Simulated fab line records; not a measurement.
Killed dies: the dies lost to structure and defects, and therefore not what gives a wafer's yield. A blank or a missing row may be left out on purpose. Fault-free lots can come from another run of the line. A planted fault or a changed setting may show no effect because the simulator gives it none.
2 desks looking at one fault ; flow n5 finfet ; each desk has only its own numbers; what lay behind them comes last

METROLOGY DESK
What the gauges read for every lot (on any tool): the sampled wafers with a number, averaged. A lot is out of limits, marked OUT, if its mean lies more than 4 standard deviations from the usual mean; the brackets give that distance. Of its 14 readings 7 are shown: the one that was out of limits first, and those that lie furthest out on some lot.
Columns: A = DIBL_N at N5_BEOL_M4_RC_MEAS_101, usual 36.5 mV/V; B = IOFF_N_85C at N5_BEOL_M4_RC_MEAS_101, usual 3.2 nA/um; C = ION_N at N5_BEOL_M4_RC_MEAS_101, usual 674 uA/um; D = ION_P at N5_BEOL_M4_RC_MEAS_101, usual 460 uA/um; E = REXT_N at N5_BEOL_M4_RC_MEAS_101, usual 75.8 ohm.um; F = SS_P at N5_BEOL_M4_RC_MEAS_101, usual 73.4 mV/dec; G = VT_N at N5_BEOL_M4_RC_MEAS_101, usual 249 mV
lot;first seen here;A;B;C;D;E;F;G
L112;day 7 20:03;35.6;3.1;671;452;77.7;73.4;248
L114;day 8 13:14;33.6;2.5;654;465;81.3;73.1;256
L119;day 9 18:21;32.7;2.4;645;455;85.7 (+5.8) OUT;72.8;254
L118;day 9 18:33;32.0;2.3;659;479;83.6 (+4.6) OUT;73.2;252
L127;day 12 04:33;37.8;3.2;662;449;77.7;73.4;251
L130;day 12 22:46;35.8;2.9;676;458;74.8;72.7;251
L129;day 13 01:41;38.6;3.6;676;465;75.8;74.0;248
L132;day 13 07:11;35.5;3.2;674;466;74.8;73.1;248
L133;day 13 16:08;37.4;3.1;664;460;77.1;73.4;250
L134;day 13 20:43;35.7;2.9;661;454;75.0;72.3;250
This desk reports L118, L119 out of limits; the earliest was L119 at day 9 18:21 (REXT_N at N5_BEOL_M4_RC_MEAS_101). Within limits: L112, L114, L127, L130, L129, L132, L133, L134.

DESK OF THE TOOL OWNER: epi rpcvd-01
The tool's own readings at N5_SD_EPI_N_VAPOR_ETCH_50 (etches Si in HCl, time 54 s): means of the sampled wafers that have a number, for each lot that ran on this tool. A lot is out of limits, marked OUT, if its mean lies more than 4 standard deviations from the usual mean; the brackets give that distance.
Columns: A = lamp inner pct at N5_SD_EPI_N_VAPOR_ETCH_50, usual 19.8 %; B = susceptor temp C at N5_SD_EPI_N_VAPOR_ETCH_50, usual 775.0 C; C = throttle valve pct at N5_SD_EPI_N_VAPOR_ETCH_50, usual 11.4 %
lot;first seen here;A;B;C
L112;day 3 08:16;18.5;775.0;11.1
L114;day 3 21:01;18.4;775.3;11.3
L118;day 4 19:19;18.5;775.0;11.4
L119;day 5 01:44;18.7;774.8;11.1
L127;day 7 10:22;18.7;775.0;11.4
L129;day 7 14:46;18.5;774.9;11.3
L133;day 8 13:17;18.5;774.4;11.3
L134;day 9 02:56;18.4;775.0;11.2
This desk found nothing out of limits on any of the 8 lots.

BROUGHT TOGETHER
The metrology desk could have raised an alarm at day 9 18:21, on L118, L119.
Nothing out of limits was seen by the tool owner's desk.
The tool owner's desk has L118, L119 on record, within its limits.
On epi rpcvd-01, each named lot ran N5_SD_EPI_N_VAPOR_ETCH_50.

WHAT THE SIMULATOR PUT IN
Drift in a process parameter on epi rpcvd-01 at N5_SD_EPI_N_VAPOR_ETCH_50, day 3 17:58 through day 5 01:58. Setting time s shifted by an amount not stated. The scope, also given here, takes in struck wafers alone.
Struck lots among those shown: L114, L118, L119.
Hours from the fault's start to each desk's first reading out of limits: the metrology desk, 144.
